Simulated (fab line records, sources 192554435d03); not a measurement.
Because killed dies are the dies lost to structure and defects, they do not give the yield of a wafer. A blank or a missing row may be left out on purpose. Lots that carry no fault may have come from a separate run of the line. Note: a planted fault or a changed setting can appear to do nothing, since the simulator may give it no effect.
Chamber matching -- flow n5 finfet -- N5_FIN_SAQP_PECVD_48 on pecvd-01 has 3 sister chambers
The step deposits SiNx from SiH4/NH3/N2, target thk 25 nm, time 22.1 s. 3 wafers are shown with their chamber, then 8 later ones without.

WAFERS, EACH WITH ITS CHAMBER
wafer,chamber,showerhead plenum p Torr (Torr)
L078.6,2,5.21
L080.4,0,5.06
L084.2,1,5.21

WAFERS WITHOUT THEIR CHAMBER
wafer,showerhead plenum p Torr (Torr)
L084.4,5.21
L084.6,5.06
L085.3,5.05
L085.4,5.20
L085.5,5.20
L086.3,5.06
L086.4,5.19
L086.6,5.22

THE CHAMBER EACH PASSED THROUGH
wafer,from the rows above,in truth
L084.4,can't be placed: 1 or 2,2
L084.6,0,0
L085.3,0,0
L085.4,can't be placed: 1 or 2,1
L085.5,can't be placed: 1 or 2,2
L086.3,0,0
L086.4,can't be placed: 1 or 2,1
L086.6,can't be placed: 1 or 2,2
Correctly placed: 3 of 8. Not placeable from these rows: 5 (in 5, the candidates include the true chamber). Number placed wrongly: 0.
How it was worked out, from the rows above alone: a wafer's distance from a chamber is the root of the sum, over the readings, of the square of ((its reading less the chamber's mean) divided by the reading's scatter). The wafer belongs to the nearest chamber; if the next one is less than 2 further off, it can't be placed. A chamber's mean is the mean of its shown wafers. The scatter: root of mean squared gap, hidden wafer to nearest shown wafer, with one shown wafer a chamber.
